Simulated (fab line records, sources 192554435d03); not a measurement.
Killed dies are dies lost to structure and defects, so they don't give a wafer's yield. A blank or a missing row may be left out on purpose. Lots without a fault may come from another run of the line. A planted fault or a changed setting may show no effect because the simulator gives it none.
Which tool did it? | flow n5_finfet | 9 lots, 27 wafers sampled, at 5 steps of a route of 1938

WHAT THE GAUGES READ, wafer by wafer
N5_BEOL_M4_RC_MEAS_101. Usual: DIBL_N 37.1 mV/V, standard deviation 2.6; DIBL_P 38 mV/V, standard deviation 3; IOFF_N 0.18 nA/um, standard deviation 0.052; IOFF_P 0.25 nA/um, standard deviation 0.06; ION_N 678 uA/um, standard deviation 15; ION_P 467 uA/um, standard deviation 8.6; SS_N 71.7 mV/dec, standard deviation 0.73; SS_P 73.7 mV/dec, standard deviation 0.89; VT_N 249 mV, standard deviation 4.3; VT_P -248 mV, standard deviation 3.8.
lot  | measured     | on        | DIBL_N (mV/V)  | DIBL_P (mV/V) | IOFF_N (nA/um) | IOFF_P (nA/um) | ION_N (uA/um) | ION_P (uA/um) | SS_N (mV/dec)  | SS_P (mV/dec)  | VT_N (mV)   | VT_P (mV)      | flag
L938 | day 10 15:06 | prober-01 | 33.4 32.1 32.3 | 34 32 33      | 0.13 0.12 0.10 | 0.20 0.16 0.17 | 648 659 648   | 455 458 454   | 72.0 70.9 70.4 | 72.2 71.6 71.5 | 254 253 260 | -247 -252 -251 |
L940 | day 11 05:18 | prober-02 | 36.0 36.3 36.3 | 34 36 35      | 0.14 0.17 0.15 | 0.20 0.24 0.24 | 676 692 691   | 465 472 474   | 71.2 71.6 71.2 | 72.9 73.4 72.7 | 248 244 249 | -250 -246 -248 |
L941 | day 11 17:44 | prober-01 | 37.3 36.6 36.6 | 39 36 38      | 0.21 0.16 0.18 | 0.29 0.23 0.29 | 708 683 682   | 478 467 476   | 71.3 72.1 70.9 | 74.5 73.8 74.0 | 242 248 243 | -242 -246 -243 |
L944 | day 12 01:40 | prober-01 | 34.9 38.1 35.8 | 35 40 36      | 0.13 0.20 0.15 | 0.22 0.34 0.23 | 659 688 673   | 466 477 465   | 70.7 71.9 71.4 | 73.4 74.2 73.5 | 253 247 250 | -248 -244 -249 |
L947 | day 12 19:27 | prober-01 | 39.6 37.3 39.5 | 41 38 40      | 0.20 0.16 0.21 | 0.31 0.21 0.27 | 679 690 693   | 463 469 471   | 72.1 71.5 72.2 | 75.1 73.7 73.5 | 250 252 245 | -246 -249 -247 |
L948 | day 14 00:48 | prober-02 | 35.7 35.8 34.1 | 36 39 35      | 0.15 0.15 0.13 | 0.21 0.27 0.20 | 657 663 658   | 456 469 461   | 70.7 71.8 71.4 | 73.2 73.0 72.5 | 250 251 253 | -249 -248 -252 |
L953 | day 14 05:19 | prober-01 | 34.6 38.4 40.5 | 36 38 41      | 0.12 0.18 0.23 | 0.22 0.24 0.32 | 669 671 693   | 471 469 476   | 71.3 71.9 72.6 | 73.4 73.8 74.8 | 256 250 246 | -249 -248 -243 |
L960 | day 16 07:49 | prober-02 | 36.5 37.0 38.3 | 39 39 41      | 0.19 0.19 0.23 | 0.26 0.26 0.30 | 704 674 700   | 484 462 477   | 71.2 72.0 71.3 | 74.6 73.8 74.7 | 244 248 245 | -243 -248 -248 |
L961 | day 16 15:21 | prober-02 | 39.7 40.2 38.0 | 42 42 39      | 0.26 0.25 0.22 | 0.32 0.33 0.26 | 694 682 681   | 474 475 466   | 72.8 72.6 72.4 | 75.2 74.5 74.2 | 241 246 245 | -245 -245 -246 |

WHICH TOOL RAN EACH LOT (tool, then ch and the chambers of the sampled wafers, then the start)
lot  | N5_SDB_DESCUM_16                  | N5_HKMG_FIN_ALD_74              | N5_HKMG_FIN_ETCH_55               | N5_HKMG_FIN_STRIP_60
L938 | rie_diel-01 ch 2,3, day 3 19:14   | ald_hk-01 ch 0,3, day 4 00:07   | rie_diel-01 ch 0,2,3, day 4 00:50 | plasma_asher-01 ch 0,1, day 4 01:45
L940 | rie_diel-01 ch 0,2,3, day 4 05:53 | ald_hk-01 ch 0,1,3, day 4 11:03 | rie_diel-05 ch 1,2,3, day 4 11:46 | plasma_asher-02 ch 0,1, day 4 12:34
L941 | rie_diel-04 ch 0,2,3, day 4 14:08 | ald_hk-03 ch 1,2, day 4 19:53   | rie_diel-01 ch 0,2,3, day 4 20:36 | plasma_asher-02 ch 0,1, day 4 21:31
L944 | rie_diel-01 ch 1,2, day 5 13:49   | ald_hk-01 ch 1,2, day 5 18:51   | rie_diel-01 ch 0,2,3, day 5 19:34 | plasma_asher-01 ch 0,1, day 5 20:22
L947 | rie_diel-01 ch 1,2,3, day 6 00:53 | ald_hk-01 ch 0,1,3, day 6 06:06 | rie_diel-01 ch 0,2,3, day 6 06:43 | plasma_asher-01 ch 0,1, day 6 07:49
L948 | rie_diel-05 ch 1,2,3, day 6 06:35 | ald_hk-03 ch 0,1,3, day 6 11:28 | rie_diel-01 ch 0,2,3, day 6 12:10 | plasma_asher-01 ch 0,1, day 6 12:57
L953 | rie_diel-05 ch 2,3, day 7 10:05   | ald_hk-01 ch 2,3, day 7 14:55   | rie_diel-05 ch 0,1, day 7 15:31   | plasma_asher-02 ch 0,1, day 7 16:18
L960 | rie_diel-05 ch 0,1,3, day 9 05:02 | ald_hk-01 ch 0,2,3, day 9 09:55 | rie_diel-05 ch 0,2,3, day 9 10:49 | plasma_asher-02 ch 0,1, day 9 11:37
L961 | rie_diel-05 ch 1,2,3, day 9 12:31 | ald_hk-02 ch 0,1,3, day 9 17:21 | rie_diel-05 ch 0,1,3, day 9 18:04 | plasma_asher-02 ch 0,1, day 9 18:55
- N5_SDB_DESCUM_16: chemistry O2, time 7.9 s.
- N5_HKMG_FIN_ALD_74: deposits La2O3, target thk 0.5 nm, pulse time 6 s, co reactant pulse time 1 s.
- N5_HKMG_FIN_ETCH_55: etches SOC in N2/H2, target depth 240 nm, time 300 s.
- N5_HKMG_FIN_STRIP_60: strips in N2/H2, time 360 s.

WHAT THE TOOLS THEMSELVES READ (means of the sampled wafers that have a number; where no wafer has one, the mark that the record gives instead)
N5_SDB_DESCUM_16. Usual: drypump_motor_current_A 5.6 A, standard deviation 0.51; oes_product_au 0.79 a.u., standard deviation 0.087; rf_vpp_V 243.0 V, standard deviation 1.2; showerhead_plenum_p_Torr 2.09 Torr, standard deviation 0.057; throttle_valve_pct 20.19 %, standard deviation 0.2.
lot  | tool        | drypump_motor_current_A (A) | oes_product_au (a.u.) | rf_vpp_V (V) | showerhead_plenum_p_Torr (Torr) | throttle_valve_pct (%) | flag
L938 | rie_diel-01 | 5.4                         | 0.76                  | 241.0        | 2.02                            | 20.21                  |
L940 | rie_diel-01 | 5.4                         | 0.77                  | 242.5        | 2.05                            | 20.26                  |
L941 | rie_diel-04 | 5.7                         | 0.73                  | 244.1        | 2.11                            | 20.11                  |
L944 | rie_diel-01 | 5.2                         | 0.70                  | 242.9        | 2.07                            | 20.35                  |
L947 | rie_diel-01 | 5.3                         | 0.77                  | 242.8        | 2.08                            | 20.24                  |
L948 | rie_diel-05 | 5.7                         | 0.90                  | 242.9        | 2.06                            | 19.97                  |
L953 | rie_diel-05 | 5.3                         | 0.83                  | 242.2        | 2.08                            | 19.99                  |
L960 | rie_diel-05 | 5.6                         | 0.86                  | 242.7        | 2.06                            | 20.09                  |
L961 | rie_diel-05 | 5.7                         | 0.85                  | 243.1        | 2.05                            | 20.00                  |

N5_HKMG_FIN_ALD_74. Usual: heater_power_w 342 W, standard deviation 42; precursor_pulse_height_rel 1.001, standard deviation 0.02.
lot  | tool      | heater_power_w (W) | precursor_pulse_height_rel | flag
L938 | ald_hk-01 | 342                | 0.983                      |
L940 | ald_hk-01 | 336                | 0.995                      |
L941 | ald_hk-03 | 302                | 1.007                      |
L944 | ald_hk-01 | 392                | 1.024                      |
L947 | ald_hk-01 | 341                | 0.990                      |
L948 | ald_hk-03 | 321                | 1.000                      |
L953 | ald_hk-01 | 416                | 1.001                      |
L960 | ald_hk-01 | 384                | 1.002                      |
L961 | ald_hk-02 | 341                | 0.994                      |

N5_HKMG_FIN_ETCH_55. Usual: bias_w 149.9 W, standard deviation 0.47; drypump_motor_current_A 5.6 A, standard deviation 0.53; oes_product_au 0.78 a.u., standard deviation 0.079; rf_vpp_V 523.6 V, standard deviation 2; showerhead_plenum_p_Torr 2.54 Torr, standard deviation 0.076; throttle_valve_pct 17.62 %, standard deviation 0.21.
lot  | tool        | bias_w (W) | drypump_motor_current_A (A) | oes_product_au (a.u.) | rf_vpp_V (V) | showerhead_plenum_p_Torr (Torr) | throttle_valve_pct (%) | flag
L938 | rie_diel-01 | 150.1      | 5.5                         | 0.79                  | 522.1        | 2.49                            | 17.59                  |
L940 | rie_diel-05 | 149.9      | 5.7                         | 0.78                  | 523.2        | 2.52                            | 17.60                  |
L941 | rie_diel-01 | 150.5      | 5.4                         | 0.78                  | 521.7        | 2.48                            | 17.60                  |
L944 | rie_diel-01 | 134.9      | 5.4                         | 0.75                  | 487.7        | 2.48                            | 17.61                  | OFF
L947 | rie_diel-01 | 135.3      | 5.5                         | 0.74                  | 487.3        | 2.48                            | 17.62                  | OFF
L948 | rie_diel-01 | 135.3      | 5.5                         | 0.74                  | 487.3        | 2.48                            | 17.62                  | OFF
L953 | rie_diel-05 | 149.5      | 6.0                         | 0.84                  | 523.7        | 2.51                            | 17.49                  |
L960 | rie_diel-05 | 149.9      | 5.3                         | 0.82                  | 522.7        | 2.53                            | 17.54                  |
L961 | rie_diel-05 | 150.0      | 5.6                         | 0.85                  | 523.0        | 2.51                            | 17.55                  |

N5_HKMG_FIN_STRIP_60. Usual: drypump_motor_current_A 5.52 A, standard deviation 0.2; heater_power_w 449 W, standard deviation 58.
lot  | tool            | drypump_motor_current_A (A) | heater_power_w (W) | flag
L938 | plasma_asher-01 | 5.38                        | 433                |
L940 | plasma_asher-02 | 5.72                        | 437                |
L941 | plasma_asher-02 | 5.77                        | 439                |
L944 | plasma_asher-01 | 5.37                        | 435                |
L947 | plasma_asher-01 | 5.41                        | 474                |
L948 | plasma_asher-01 | 5.45                        | 480                |
L953 | plasma_asher-02 | 5.72                        | 436                |
L960 | plasma_asher-02 | 5.70                        | 434                |
L961 | plasma_asher-02 | 5.78                        | 438                |

THE ANSWER, worked out from the rows above alone
Rule: a lot is off if the mean of its wafers that have a number lies more than 3 standard deviations from the usual mean. A lot without any number at a reading at which 4 lots or more have one is off too. The other lots that the step has rows for count as sound. The gauges are gone through in route order, then the tools' own readings, and for those a lot's mean is taken as printed above. The first step at which some lot is off is used, and at that step the reading that is off furthest; a lot without a number counts as furthest.
Off: L944, L947, L948, at N5_HKMG_FIN_ETCH_55 (bias_w).
A tool fits if, at that step or a process step before it, it ran every lot that is off, and no sound lot after the first of them. One fits: rie_diel-01 at N5_HKMG_FIN_ETCH_55. Its last sound lot is L941 (day 4 20:36), its first lot that is off L944 (day 5 19:34): a fault that began between those two fits.
The tool's own readings at N5_HKMG_FIN_ETCH_55 bear it out: on the lots that are off they differ by more than 5 times the standard deviation of the sound lots' means. bias_w reads 135.2 W there against 150.0 W on the sound lots; rf_vpp_V reads 487.4 V there against 522.7 V on the sound lots.

WHAT THE SIMULATOR HAD PUT IN
Process parameter drift: rie_diel-01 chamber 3, from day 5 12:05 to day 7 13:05, at N5_HKMG_FIN_ETCH_55. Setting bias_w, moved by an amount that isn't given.
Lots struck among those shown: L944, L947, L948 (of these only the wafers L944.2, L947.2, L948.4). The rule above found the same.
